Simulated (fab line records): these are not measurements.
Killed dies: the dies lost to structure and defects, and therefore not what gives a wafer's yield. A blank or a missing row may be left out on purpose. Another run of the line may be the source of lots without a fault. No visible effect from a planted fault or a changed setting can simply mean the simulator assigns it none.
fab line records    flow nandHarc
[record] lots = 5  wafers = 15  lastDay = 25
route steps=1159 shown THIN_TSV@1117 END@1158
lots that met no fault: from a run of the same line without faults
startH: hours from the record's opening day to when the first of the lot's shown wafers began    waitH: hours from the lot's prior step to this one    " repeats the value in the row above    L1.1+2: a single row standing in for several wafers    - no value present, or no start provided    * or withheld: withheld    < > ~ a bound
route shown NAME@n: NAME is a module with steps in the file, n the number in the route of the first one    usual: mean/standard deviation of fault-free wafers    same: alike in all rows    chamber/n: place in a boat    sites: per-site readings    _std_site: standard deviation across them    _edge_site: mean of outer sites minus mean of inner sites    radiusMm: how far each site lies from the wafer's centre    mask NAME#n: copy n    behind: tool/chamber where the wafer was last shaped    hold: what put the lot on hold/how long, in hours/how the hold closed    device: transistor that didn't switch, given as n, p or np    end of line: at the end of the route, the tests of the same wafers    step lacking rows: just its recipe    killed: the dies lost at the first sort to structure and to defects; this is not the yield of the wafer    map: a wafer's dies, x killed, . not, _ none there
set.NAME: the run value of the setting; set.NAME@STEP: its run value at that earlier step    model.NAME: the simulator's own value behind a step, which no gauge read
lots at some steps of the route; a table a step, a row a wafer
services: a tool's chamber out of use, with start hour (startH, from the record's first day; less than 0 if before it), hours out, and reason
[[steps]]
[step NHARC_THIN_TSV_HARDBAKE_13]
[recipe] tempC = 125  timeS = 80
[step NHARC_THIN_TSV_DESCUM_14]
[recipe] timeS = 3  o2FlowSccm = 200  arFlowSccm = 0  biasPowerW = 0  chemistry = O2
[usual] chamberPressureMTorr = 59.99/0.12  drypumpMotorCurrentA = 5.6/0.41  oesProductAu = 1.001/0.0077  rfVppV = 57.7/0.81  showerheadPlenumPTorr = 1.89/0.071  throttleValvePct = 11.311/0.0093
[same] biasPowerW = 0  timeS = 3
lot.wafer  tool        chamber  startH  waitH  chamberPressureMTorr  drypumpMotorCurrentA  oesProductAu  rfHoursCounterH  rfVppV  showerheadPlenumPTorr  throttleValvePct
L766.4     rieDiel-10  2        437.44  -      59.91                 6.3                   1.011         4                58.3    1.98                   11.318
L766.1     "           3        "       "      60.06                 4.9                   1.013         4                57.5    1.91                   11.324
L766.2     "           0        "       "      60.15                 5.0                   1.008         5                57.7    2.01                   11.315
L779.2     rieDiel-02  1        516.73  -      60.05                 5.8                   1.004         0                56.9    1.87                   11.302
L779.3     "           3        "       "      60.10                 5.9                   1.000         0                56.4    1.85                   11.304
L779.1     "           0        "       "      59.99                 5.2                   0.994         0                56.4    1.83                   11.310
L776.3     rieDiel-02  0        527.92  -      59.92                 5.2                   1.006         2                58.2    1.83                   11.323
L776.1     "           1        "       "      60.01                 5.8                   1.012         2                56.6    1.87                   11.321
L776.2     "           3        "       "      60.02                 5.9                   1.009         1                56.9    1.85                   11.308
L783.1     rieDiel-02  1        549.64  -      58.66                 5.8                   1.014         5                57.8    1.87                   11.323
L783.4     "           1        "       "      60.04                 5.8                   1.006         -                56.9    1.87                   11.327
L783.5     "           3        "       "      59.96                 5.9                   1.009         -                57.4    1.85                   11.308
L788.3     rieDiel-08  1        557.49  -      59.95                 5.3                   0.984         5                56.0    1.81                   11.324
L788.4     "           3        "       "      59.97                 5.6                   0.998         4                57.2    1.91                   11.296
L788.5     "           0        "       "      59.94                 5.6                   0.989         -                58.6    1.94                   11.317
[step NHARC_THIN_TSV_ETCH_44]
[recipe] targetDepthA = 15942  timeS = 797.1  cf4FlowSccm = 150  o2FlowSccm = 10  arFlowSccm = 0  rfW = 300  biasW = 800  chemistry = CF4/O2
[usual] chamberPressureMTorr = 30.000/0.028  drypumpMotorCurrentA = 5.5/0.42  oesProductAu = 1.000/0.0079  rfVppV = 793/4  showerheadPlenumPTorr = 1.81/0.062  throttleValvePct = 16.914/0.0086
[same] timeS = 797.1
lot.wafer  tool        chamber  startH  waitH  chamberPressureMTorr  drypumpMotorCurrentA  oesProductAu  rfHoursCounterH  rfVppV  showerheadPlenumPTorr  throttleValvePct
L766.1     rieDiel-10  2        437.57  0.1    29.995                6.4                   1.005         4                798     1.89                   16.909
L766.4     "           3        "       "      29.974                4.9                   1.015         5                794     1.83                   16.904
L766.2     "           0        "       "      30.021                5.0                   1.005         5                800     1.92                   16.913
L779.1     rieDiel-02  1        516.81  0.1    29.985                5.8                   1.014         0                792     1.79                   16.915
L779.3     "           3        "       "      30.012                5.9                   1.017         0                790     1.78                   16.911
L779.2     "           0        "       "      30.037                5.2                   1.000         0                791     1.76                   16.912
L776.3     rieDiel-02  1        528.01  0.1    29.990                5.8                   1.010         2                793     1.79                   16.927
L776.1     "           2        "       "      30.005                5.3                   1.005         2                785     1.70                   16.905
L776.2     "           0        "       "      29.987                5.2                   1.003         2                790     1.76                   16.913
L783.1     rieDiel-02  3        549.89  0.2    30.000                5.9                   1.013         4                790     1.77                   16.923
L783.4     "           1        "       "      30.027                5.8                   1.009         -                793     1.79                   16.909
L783.5     "           2        "       "      29.992                5.3                   1.006         -                784     1.70                   16.934
L788.3     rieDiel-08  1        557.62  0.1    30.017                5.3                   0.993         5                788     1.74                   16.916
L788.4     "           2        "       "      29.979                6.0                   0.996         5                795     1.85                   16.911
L788.5     "           1        "       "      29.987                5.3                   0.990         -                788     1.74                   16.910
[step NHARC_THIN_TSV_ETCH_15]
[recipe] targetDepthA = 30000  boschTargetOveretchCycles = 2  boschEtchStepS = 2.8  boschDepStepS = 1.2  boschCycles = 14
[step NHARC_THIN_TSV_CD_MEAS_16]
[usual] cdNm = 999.2/1.4
lot.wafer  tool      chamber  startH  waitH  cdNm
L766.1     cdSem-03  -        438.26  0.2    1001.3
L766.2     "         -        "       "      1001.7
L766.4     "         -        "       "      1001.0
L779.1     cdSem-01  -        517.52  0.1    999.0
L779.2     "         -        "       "      1001.0
L779.3     "         -        "       "      1001.0
L776.1     cdSem-01  -        528.72  0.1    998.6
L776.2     "         -        "       "      997.4
L776.3     "         -        "       "      1000.8
L783.1     cdSem-03  -        550.57  0.1    998.8
L783.4     "         -        "       "      997.6
L783.5     "         -        "       "      999.4
L788.3     cdSem-01  -        558.29  0.1    1000.1
L788.4     "         -        "       "      999.2
L788.5     "         -        "       "      999.2
[step NHARC_THIN_TSV_STRIP_45]
[recipe] powerW = 1500  tempC = 250  chemistry = O2
[step NHARC_THIN_TSV_STRIP_46]
[recipe] timeS = 1200  tempC = 72.5  chemistry = postEtchResidueRemover
[step NHARC_THIN_TSV_DEP_47]
[recipe] targetThkA = 2000  tempC = withheld  pressureTorr = 6.5  rfW = 900  teosFlowSccm = 161.4  flowSccm = 2650  targetThkNm = 200  gas = O2  material = SiO2
[step NHARC_THIN_TSV_ETCHBACK_48]
[recipe] targetDepthA = 10285  overEtchFrac = 0.3  timeS = 405.17  ionEnergyEv = 250  c4f8FlowSccm = withheld  arFlowSccm = withheld  rfW = 600  biasW = 300  chemistry = C4F8/Ar
[step NHARC_THIN_TSV_STRIP_62]
[recipe] powerW = 1500  tempC = 250  timeS = 20  chemistry = N2/H2
[step NHARC_THIN_TSV_DEGAS_49]
[recipe] tempC = 300  timeS = 120
[usual] heaterPowerW = 474/68
[same] timeS = 120
lot.wafer  tool           chamber  startH  waitH  heaterPowerW
L766.2     pvdSputter-01  -        440.06  0.1    567
L766.1     "              -        "       "      414
L766.4     "              -        "       "      354
L779.3     pvdSputter-02  -        519.36  0.1    431
L779.1     "              -        "       "      581
L779.2     "              -        "       "      491
L776.1     pvdSputter-01  -        530.78  0.2    363
L776.2     "              -        "       "      480
L776.3     "              -        "       "      390
L783.1     pvdSputter-03  -        552.39  0.1    564
L783.4     "              -        "       "      402
L783.5     "              -        "       "      545
L788.3     pvdSputter-02  -        560.13  0.1    440
L788.4     "              -        "       "      594
L788.5     "              -        "       "      492
[step NHARC_THIN_TSV_PRE_CLEAN_50]
[recipe] timeS = 30  tempC = 280  gas = H2/He
[step NHARC_THIN_TSV_PVD_19]
[recipe] targetThkA = 200  chamberPressurePa = 5  material = TaN
[usual] throttleValvePct = 29.6/0.88
lot.wafer  tool           chamber  startH  waitH  throttleValvePct
L766.1     pvdSputter-01  -        440.20  -      29.9
L766.4     "              -        "       "      30.9
L766.2     "              -        "       "      30.2
L779.2     pvdSputter-02  -        519.50  -      28.8
L779.1     "              -        "       "      29.9
L779.3     "              -        "       "      29.6
L776.2     pvdSputter-01  -        530.94  -      28.1
L776.1     "              -        "       "      29.6
L776.3     "              -        "       "      31.1
L783.4     pvdSputter-03  -        552.52  -      29.4
L783.1     "              -        "       "      31.0
L783.5     "              -        "       "      29.3
L788.4     pvdSputter-02  -        560.28  -      28.9
L788.3     "              -        "       "      29.7
L788.5     "              -        "       "      29.3
[step NHARC_THIN_TSV_PVD_51]
[recipe] targetThkA = 1000  chamberPressurePa = 5  material = Cu
[step NHARC_THIN_TSV_ECD_20]
[recipe] targetThkA = 20000  material = Cu
[step NHARC_THIN_TSV_ANNEAL_52]
[recipe] tempC = 225  timeS = 90
[step NHARC_THIN_TSV_CMP_21]
[recipe] tOverpolishS = 30  targetThkNm = 2000
[step NHARC_THIN_TSV_SRD_23]
[step NHARC_THIN_TSV_DEGAS_53]
[recipe] tempC = 300  timeS = 60
[usual] heaterPowerW = 474/67
[same] timeS = 60
lot.wafer  tool           chamber  startH  waitH  heaterPowerW
L766.2     pvdSputter-03  -        442.12  0.1    532
L766.1     "              -        "       "      418
L766.4     "              -        "       "      471
L779.3     pvdSputter-02  -        521.34  0.1    445
L779.2     "              -        "       "      589
L779.1     "              -        "       "      493
L776.2     pvdSputter-01  -        532.78  0.1    401
L776.3     "              -        "       "      358
L776.1     "              -        "       "      545
L783.1     pvdSputter-02  -        554.36  0.1    439
L783.4     "              -        "       "      501
L783.5     "              -        "       "      442
L788.4     pvdSputter-03  -        562.33  0.1    528
L788.3     "              -        "       "      403
L788.5     "              -        "       "      420
[step NHARC_THIN_TSV_PRE_CLEAN_54]
[recipe] timeS = 30  tempC = 280  gas = H2/He
[usual] heaterPowerW = 414/60
[same] timeS = 30
lot.wafer  tool           chamber  startH  waitH  heaterPowerW
L766.4     pvdSputter-03  -        442.19  0.0    403
L766.2     "              -        "       "      484
L766.1     "              -        "       "      359
L779.3     pvdSputter-02  -        521.42  0.1    428
L779.1     "              -        "       "      385
L779.2     "              -        "       "      382
L776.2     pvdSputter-01  -        532.86  0.1    315
L776.3     "              -        "       "      476
L776.1     "              -        "       "      425
L783.4     pvdSputter-02  -        554.43  0.0    381
L783.1     "              -        "       "      434
L783.5     "              -        "       "      391
L788.4     pvdSputter-03  -        562.42  0.1    352
L788.3     "              -        "       "      361
L788.5     "              -        "       "      489
[step NHARC_THIN_TSV_PVD_55]
[recipe] targetThkA = 500  material = TiN
[step NHARC_THIN_TSV_PVD_24]
[recipe] targetThkA = 8000  powerW = withheld  chamberPressurePa = withheld  substrateTempC = withheld  timeS = withheld  gas = Ar  material = Al
[step NHARC_THIN_TSV_DEHYDRATE_25]
[recipe] tempC = 150  timeS = 120
[step NHARC_THIN_TSV_HMDS_26]
[recipe] timeS = 30
[step NHARC_THIN_TSV_COAT_27]
[recipe] spinRpm = *
[step NHARC_THIN_TSV_SOFTBAKE_28]
[recipe] tempC = 122  timeS = 95
[step NHARC_THIN_TSV_EBR_29]
[step NHARC_THIN_TSV_EXPOSE_30]
[recipe] na = 0.55  doseMj = 11.47  maskId = PAD
[step NHARC_THIN_TSV_PEB_31]
[recipe] pebTempC = 118  pebTimeS = 85
[step NHARC_THIN_TSV_DEVELOP_32]
[recipe] timeS = 70
[step NHARC_THIN_TSV_CD_MEAS_33]
[recipe] targetCdNm = 5000  landingEnergyEv = 500
[usual] cdNm = 4999.8/1.9
lot.wafer  tool      chamber  startH  waitH  cdNm
L766.1     cdSem-03  0        443.13  -      5000.8
L766.2     "         0        "       "      5000.5
L766.4     "         0        "       "      4998.5
L779.1     cdSem-01  0        522.51  -      5002.8
L779.2     "         0        "       "      5000.7
L779.3     "         0        "       "      5001.5
L776.1     cdSem-02  0        533.91  -      5001.9
L776.2     "         0        "       "      5001.8
L776.3     "         0        "       "      5001.4
L783.1     cdSem-03  0        555.50  -      4999.6
L783.4     "         0        "       "      5001.3
L783.5     "         0        "       "      4999.0
L788.3     cdSem-03  0        563.35  -      5001.6
L788.4     "         0        "       "      5001.4
L788.5     "         0        "       "      4999.9
[step NHARC_THIN_TSV_HARDBAKE_34]
[recipe] tempC = 125  timeS = 80
[step NHARC_THIN_TSV_DESCUM_35]
[recipe] timeS = 3  o2FlowSccm = 200  arFlowSccm = 0  biasPowerW = 0  chemistry = O2
[step NHARC_THIN_TSV_ETCH_59]
[recipe] targetDepthA = 8800  icpW = 900  biasW = 100  Cl2_flow_sccm = 60  bcl3FlowSccm = 30  timeS = 138.1  chemistry = Cl2/BCl3
[step NHARC_THIN_TSV_ETCH_36]
[recipe] targetDepthA = 650  overEtchFrac = 0.3  timeS = 18.571  ionEnergyEv = 150  chemistry = Cl2/BCl3
[step NHARC_THIN_TSV_STRIP_56]
[recipe] powerW = 1500  tempC = 250  chemistry = O2
[step NHARC_THIN_TSV_STRIP_57]
[recipe] timeS = 1200  tempC = 72.5  chemistry = postEtchResidueRemover
[step NHARC_THIN_TSV_CD_MEAS_37]
[usual] cdNm = 4999.0/2.5
lot.wafer  tool      chamber  startH  waitH  cdNm
L766.1     cdSem-02  -        444.59  -      5000.7
L766.2     "         -        "       "      5001.7
L766.4     "         -        "       "      4999.7
L779.1     cdSem-02  -        523.96  -      5001.5
L779.2     "         -        "       "      5002.4
L779.3     "         -        "       "      5004.1
L776.1     cdSem-02  -        535.37  -      5001.2
L776.2     "         -        "       "      4999.9
L776.3     "         -        "       "      5002.4
L783.1     cdSem-03  -        556.96  -      4998.4
L783.4     "         -        "       "      4998.8
L783.5     "         -        "       "      4998.5
L788.3     cdSem-03  -        564.79  -      5000.9
L788.4     "         -        "       "      4999.5
L788.5     "         -        "       "      4998.8
[step NHARC_THIN_TSV_ANNEAL_58]
[recipe] tempC = 400  timeS = 1800
[step NHARC_END_WLT_00]
[usual] VT_DECK1_BOTTOM = 0.872/0.0071  VT_DECK1_BOTTOM_INNER = 0.872/0.0077  VT_DECK1_MEDIAN_NEAR_BOTTOM = 0.872/0.0071  VT_DECK1_MEDIAN_NEAR_BOTTOM_INNER = 0.873/0.0076  VT_DECK1_MIDDLE = 0.885/0.0069  VT_DECK1_MIDDLE_INNER = 0.885/0.0074  VT_DECK1_TOP = 0.897/0.0077  VT_DECK1_TOP_INNER = 0.897/0.0083
lot.wafer  tool       chamber  startH  waitH  VT_DECK1_BOTTOM  VT_DECK1_BOTTOM_INNER  VT_DECK1_MEDIAN_NEAR_BOTTOM  VT_DECK1_MEDIAN_NEAR_BOTTOM_INNER  VT_DECK1_MIDDLE  VT_DECK1_MIDDLE_INNER  VT_DECK1_TOP  VT_DECK1_TOP_INNER
L766.1     prober-02  -        461.65  12.9   0.877            0.877                  0.887                        0.880                              0.891            0.889                  0.905         0.908
L766.2     "          -        "       "      0.877            0.876                  0.870                        0.879                              0.888            0.892                  0.902         0.906
L766.4     "          -        463.15  14.4   0.874            0.874                  0.875                        0.877                              0.894            0.889                  0.908         0.904
L779.1     prober-01  -        528.46  0.0    0.880            0.877                  0.879                        0.877                              0.893            0.896                  0.906         0.903
L779.2     "          -        "       "      0.882            0.878                  0.875                        0.879                              0.892            0.899                  0.892         0.905
L779.3     "          -        "       "      0.874            0.889                  0.880                        0.886                              0.892            0.895                  0.908         0.897
L776.1     prober-01  -        537.40  0.0    0.866            0.870                  0.871                        0.877                              0.888            0.880                  0.898         0.894
L776.2     "          -        "       "      0.871            0.887                  0.869                        0.869                              0.881            0.880                  0.893         0.899
L776.3     "          -        "       "      0.872            0.873                  0.865                        0.876                              0.888            0.891                  0.902         0.899
L783.1     prober-02  -        562.27  0.1    0.862            0.864                  0.871                        0.868                              0.888            0.879                  0.894         0.888
L783.4     "          -        563.75  1.5    0.862            0.860                  0.861                        0.864                              0.880            0.877                  0.890         0.895
L783.5     "          -        "       "      0.865            0.859                  0.868                        0.863                              0.882            0.872                  0.894         0.887
L788.3     prober-01  -        585.18  16.0   0.861            0.863                  0.870                        0.865                              0.878            0.878                  0.889         0.888
L788.4     "          -        "       "      0.869            0.860                  0.868                        0.864                              0.883            0.874                  0.895         0.894
L788.5     "          -        "       "      0.856            0.856                  0.870                        0.856                              0.874            0.881                  0.886         0.887
[step NHARC_END_SORT_01]
[recipe] tempC = 25
[usual] defectLimitedYield = 95.7/1.5  killedAtArray = 25/9.8  killedAtOther = 0.8/1.1  killedAtPeriphery = 3.3/2.1  killedDies = 29/10  killedOpen = 3.3/1.8  killedShort = 1.9/1.4  sort_bin_2_pct = 1.3/0.6  sort_bin_3_pct = 0.25/0.23  sort_bin_4_pct = 2.8/0.97  sortNPass = 648/10  sortRimYieldPct = 95/3.2  sortYieldPct = 95.7/1.5
[same] grossDies = 677  sort_bin_5_pct[%] = 0  sort_bin_6_pct[%] = 0  sort_bin_7_pct[%] = 0  sort_bin_8_pct[%] = 0  sortRimNGross = 106.00
lot.wafer  tool       chamber  startH  waitH  defectLimitedYield[%]  killedAtArray  killedAtOther  killedAtPeriphery  killedDies  killedOpen  killedShort  sort_bin_2_pct[%]  sort_bin_3_pct[%]  sort_bin_4_pct[%]  sortNPass  sortRimYieldPct[%]  sortYieldPct[%]
L776.1     prober-01  0        540.44  2.5    85.5                   22             74             2                  98          4           2            5.6                5.02               3.8                579        76                  85.5
L776.2     prober-01  0        541.23  2.8    94.1                   37             1              2                  40          7           3            1.6                0                  4.3                637        95                  94.1
L776.3     prober-01  0        542.03  3.1    96.2                   22             0              4                  26          2           1            1.6                0                  2.2                651        92                  96.2
// killed by level:class
L776.1 THIN_TSV:unspecified=74 A_CHANNEL_HOLE_D1:chamberFilmFlake=11 A_STAIRCASE:chamberFilmFlake=3 A_CONTACT:chamberFilmFlake=2 P_CONTACT:geometricParticle:open=1 A_CHANNEL_FILL_D1:geometricParticle:open=1 A_CHANNEL_FILL_D1:geometricParticle:short=1 A_WL_FILL:geometricParticle:short=1
L776.2 A_CHANNEL_HOLE_D1:chamberFilmFlake=21 A_STAIRCASE:chamberFilmFlake=5 A_WL_FILL:geometricParticle:short=2 A_WL_FILL:geometricParticle:open=2 A_CONTACT:geometricParticle:open=2 A_CONTACT:chamberFilmFlake=2 P_M0:geometricParticle:open=1 A_CHANNEL_FILL_D1:geometricParticle:open=1
L776.3 A_CHANNEL_HOLE_D1:chamberFilmFlake=19 P_GATE:chamberFilmFlake=3 P_M0:geometricParticle:open=1 A_CONTACT:geometricParticle:short=1 A_CONTACT:geometricParticle:open=1 A_STAIRCASE:chamberFilmFlake=1
// map L776.1 (x killed, . not)
____________.____________
_________x......_________
_______x.x........_______
______.x.x.........______
_____.xx............_____
____.x.x........x....____
____....xx...........____
___.....xx............___
___..........x.......x___
__.....................__
__.....................__
_.....................x._
_.............x........._
_......................._
_..x................x..._
_xxx...................._
xxx......................
xxxxxx...................
xxxxxx..................x
xxxxxxx..................
xxxxxxx..................
_xxxxxx.....x..........._
_xxxxxxx..............x._
_xxxxxx................._
_xxxxxx................._
_xxxxx.................._
__xxxxx................__
__xxx..................__
___x.x................___
___xx.................___
____.................____
____.................____
_____.......x......._____
______.............______
_______..........._______
_________......._________
____________.____________
// map L766.1 (x killed, . not)
____________.____________
_________......._________
_______..........._______
______.............______
_____..............._____
____.................____
____............x....____
___...................___
___......x....x.......___
__.....................__
__.......x.............__
_......................._
_......................._
_..................x...._
_......................._
_......................x_
.........................
..x......................
...x....................x
..........x..............
.x.......................
_............x.........._
_......................._
_...................x.x._
_......................._
_......................._
__.....................__
__.....................__
___............x..x...___
___...................___
____......x..........____
____.................____
_____............x.._____
______..x..........______
_______..........._______
_________......._________
____________.____________
[[services]]
tool           chamber  startH  hours  kind
rieDiel-02     1        416.22  11.6   repair
rieDiel-10     2        419.80  8.7    repair
pvdSputter-01  -        423.68  14.6   repair
rieDiel-02     0        434.86  -      clean
rieDiel-02     1        434.86  -      clean
rieDiel-02     2        434.86  -      clean
rieDiel-02     3        434.86  -      clean
rieDiel-02     3        451.06  3.0    repair
pvdSputter-01  -        452.56  1.1    repair
pvdSputter-03  -        456.19  2.4    repair
rieDiel-02     1        456.85  2.5    repair
rieDiel-02     0        459.57  -      clean
rieDiel-02     1        459.57  -      clean
rieDiel-02     2        459.57  -      clean
rieDiel-02     3        459.57  -      clean
rieDiel-08     -        478.82  9.0    pm
pvdSputter-03  -        487.68  5.5    repair
rieDiel-02     0        492.53  2.7    repair
rieDiel-02     1        495.84  4.4    repair
rieDiel-02     -        504.86  9.0    pm
pvdSputter-01  -        518.03  10.0   pm
rieDiel-10     -        530.53  9.0    pm
rieDiel-02     0        542.04  8.0    repair
rieDiel-02     2        550.23  3.1    repair
[[key]]
[firstSign] step = NHARC_END_SORT_01  reading = killedAtOther  direction = up  sigmas = 69  usual = 0.8  struck = 74
[effect] step = NHARC_END_SORT_01  reading = defectLimitedYield  direction = down  sigmas = 6.6  usual = 95.7  struck = 85.5
[moreKillsBornAt] NHARC_THIN_TSV_PVD_19@pvdSputter-01 = 74
metAt NHARC_THIN_TSV_PVD_19
struckWafers L776.1
onsetBetween 440.20 530.94
[fault] kind = chamberParticleSource  tool = pvdSputter-01  chamber = -  onsetH = 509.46  steps = NHARC_THIN_TSV_PVD_19  ratePerVisitCm2 = 1.9847  endH = 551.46  scope = struckWafersOnly
